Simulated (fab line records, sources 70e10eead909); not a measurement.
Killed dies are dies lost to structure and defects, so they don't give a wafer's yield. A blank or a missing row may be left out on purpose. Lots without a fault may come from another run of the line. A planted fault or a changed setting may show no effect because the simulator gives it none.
Problem report in the 8D (eight disciplines) form, filled by code | flow nand_harc | the parts of the form that need people (team, actions taken, sign-off) are left out

1. THE PROBLEM
time_to_endpoint_s at NHARC_P_CONTACT_CMP_24 reads a mean of 73.4 s on 3 wafers of 2 lots; wafers without a fault read 40.8 s with a standard deviation of 2.9. That is +11 standard deviations from the usual mean.
The step: polishes, t overpolish 30 s, target thk 200 nm.
First seen on wafer L366.3, day 12 05:30, on cmp-01. The record holds 36 wafers of 12 lots with a number at this step. Rule for "out", or "out of limits": more than 4 standard deviations from the usual mean. The other wafers with a number count as sound.

2. WHAT IT IS AND WHAT IT IS NOT
question                    | is                     | is not
which readings at this step | time_to_endpoint_s     | motor_current_A, overpolish_run_s, retaining_ring_pressure_frac
which lots                  | L366, L368             | L351, L352, L353, L355, L357, L361, L363, L371, L372, L374
which wafers of those lots  | L366.3, L368.2, L368.6 | L366.4, L366.5, L368.4
read on which tools         | cmp-01                 | cmp-02, cmp-03
when                        | from day 12 05:30      | up to then (23 sound wafers); but 10 sound wafers of L368, L371, L372, L374 came after

3. SUSPECTS, AND WHAT RULES EACH OUT
Counting: a tool at a process step up to the reading stays a suspect if it ran every lot that is out. Sound lots after the first of them don't rule it out here, since some wafers of a struck lot are sound.
- cvd_w-01 at NHARC_P_CONTACT_CVD_23 (deposits W, target thk 200 nm, time 557 s): kept. It ran every lot that is out, first L366 (day 12 05:02); its last sound lot up to then is L363 (day 10 18:32).
- cmp-01 at NHARC_P_CONTACT_CMP_24 (polishes, t overpolish 30 s, target thk 200 nm): kept. It ran every lot that is out, first L366 (day 12 05:30); its last sound lot up to then is L363 (day 10 19:43). Its own readings are out on those wafers: time_to_endpoint_s.
- Within cvd_w-01 at NHARC_P_CONTACT_CVD_23: the wafers that are out ran in chamber 0; their sound lot-mates ran in chamber 1.
Left after counting: cvd_w-01 at NHARC_P_CONTACT_CVD_23, cmp-01 at NHARC_P_CONTACT_CMP_24.

4. THE CAUSE (what the simulator had put in)
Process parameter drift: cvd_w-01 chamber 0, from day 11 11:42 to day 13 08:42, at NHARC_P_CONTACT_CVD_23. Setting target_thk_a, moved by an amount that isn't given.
Counting left 2 suspects, and this tool is among them.

5. THE CHAIN OF EFFECTS, in route order
Each row: a reading whose mean over the struck wafers that have a number lies more than 3 standard deviations from the usual. Only readings for which the record gives a usual standard deviation are gone through. hours: the time from each lot's start at the first step in this table that gives one to its start at this step, as a median over the lots. sigmas: the change in usual standard deviations.
hours | step                   | reading            | usual  | on struck wafers | change | sigmas
0     | NHARC_P_CONTACT_CMP_24 | time_to_endpoint_s | 40.8 s | 73.4             | +32.6  | +11
The process steps in it:
- NHARC_P_CONTACT_CMP_24: polishes, t overpolish 30 s, target thk 200 nm.
Later measuring or inspecting steps at which every struck wafer that the step has a row for has a number for every such reading, and none has moved that far: NHARC_P_M0_INSPECT_11.

6. WHAT WOULD HAVE CAUGHT IT SOONER
In this record the first reading out of limits was taken at day 12 05:30, 18 hours after the fault began at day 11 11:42.
Of the tool readings at NHARC_P_CONTACT_CVD_23 for which the record gives a usual standard deviation, none was out on any struck wafer, so an alarm limit of 4 standard deviations on them would not have fired.
Of the lots that are out (2), L368 began NHARC_P_CONTACT_CVD_23 on cvd_w-01 after day 12 05:30. A hold on the tool at that time would have spared it.
